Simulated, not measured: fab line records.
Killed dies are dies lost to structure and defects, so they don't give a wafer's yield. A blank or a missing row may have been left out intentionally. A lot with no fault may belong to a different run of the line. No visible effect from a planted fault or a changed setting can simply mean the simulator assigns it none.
Split-lot experiment -- flow n5-finfet -- 7 lots, 21 wafers read, on a route of 1938 steps

ABOUT THE SPLIT
At N5_SDB_ETCH_18 (etches SOC in N2/H2, target depth 100 nm, overetch 20 nm, time 150 s), the setting source-w was moved away from the recipe's 840 W on 10 of the 21 wafers read, by -8.5% to +17.9%. All remaining wafers had this setting at the recipe value.

The split's own step is where the reading is taken.

THE READING
rf-vpp-V, in V, at N5_SDB_ETCH_18 (etches SOC in N2/H2, target depth 100 nm, overetch 20 nm, time 150 s). Typical for fault-free wafers on this fab line: 523.8 V, with standard deviation 2.2 V.

wafer,"tool, chamber at the split","source-w as run, W",against the recipe,"rf-vpp-V, V",against lot-mates on the recipe
L075.2,"rie-diel-06, 1",885.2,+5.4%,511.8,-10.2
L075.3,"rie-diel-06, 2",885.2,+5.4%,513.8,-8.2
L075.6,"rie-diel-06, 2",840,recipe,522.0,-
L083.1,"rie-diel-03, 0",990.7,+17.9%,498.5,-27.1
L083.4,"rie-diel-03, 1",990.7,+17.9%,496.7,-28.9
L083.5,"rie-diel-03, 3",840,recipe,525.6,-
L086.3,"rie-diel-03, 1",840,recipe,525.2,-
L086.5,"rie-diel-03, 1",977.3,+16.3%,499.9,-26.3
L086.6,"rie-diel-03, 2",840,recipe,527.2,-
L087.2,"rie-diel-02, 2",790,-6.0%,534.4,+12.1
L087.3,"rie-diel-02, 0",790,-6.0%,535.6,+13.3
L087.6,"rie-diel-02, 1",840,recipe,522.3,-
L091.2,"rie-diel-02, 1",840,recipe,522.0,-
L091.3,"rie-diel-02, 3",840,recipe,527.0,-
L091.5,"rie-diel-02, 2",886.2,+5.5%,513.9,-10.6
L093.2,"rie-diel-06, 2",768.5,-8.5%,537.1,+15.1
L093.5,"rie-diel-06, 2",840,recipe,522.0,-
L093.6,"rie-diel-06, 3",768.5,-8.5%,539.7,+17.7
L095.2,"rie-diel-02, 3",840,recipe,528.3,-
L095.3,"rie-diel-02, 0",840,recipe,522.2,-
L095.6,"rie-diel-02, 1",840,recipe,522.7,-

FIT RESULTS
A straight line over all 21 wafers: rf-vpp-V changes by -1.57 V for each +1% of source-w; r = -0.98; the points scatter about the line by 2.3 V.
The same after taking each lot's own level away (the mean of its wafers on the recipe; 21 wafers): -1.69 V for each +1%; r = -0.99; scatter 2 V.
The reading moves by 30 V for the largest change in source-w, on that fit.
The span of the lots' own levels, 522.00 to 526.20 V, comes to 1.9 times the standard deviation stated above.
So the lot-to-lot level changes the slope little: the two slopes agree.
Check: -30.5 V against its lot-mates is what the line predicts for one of the wafers moved furthest among these (+17.9%) when that wafer is left out of the fit. It came out at -27.1 V against them.
Tool readings at the split's step, against how far the setting was moved: rf-vpp-V r = -0.98.

OTHER SPLITS APPLIED TO THESE WAFERS
Note: prior to the reading, these wafers also went through further splits. Each is held against what the fit with the lots' levels taken away leaves over:
other split on the same wafers,wafers away from the commonest value,r with rf-vpp-V (lot level and that fit taken away)
N5_WELL_APT_EXPOSE_05 dose-mj,8,+0.06
N5_WELL_APT_DEVELOP_07 develop-time-s,8,+0.00
N5_FIN_SAQP_ALD_61 temp-c,9,-0.17
N5_FIN_SAQP_PECVD_47 time-s,6,+0.04
N5_DUMMY_GATE_EXPOSE_12 dose-mj,7,-0.17
N5_SD_EPI_N_EPI_21 time-s,9,-0.09
N5_SD_EPI_P_COAT_34 spin-rpm,9,+0.12
N5_SDB_ETCH_17 bias-w,6,+0.22

FILE'S OWN FIT
rf-vpp-V changes by -1.66 V for each +1% of source-w, r = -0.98.
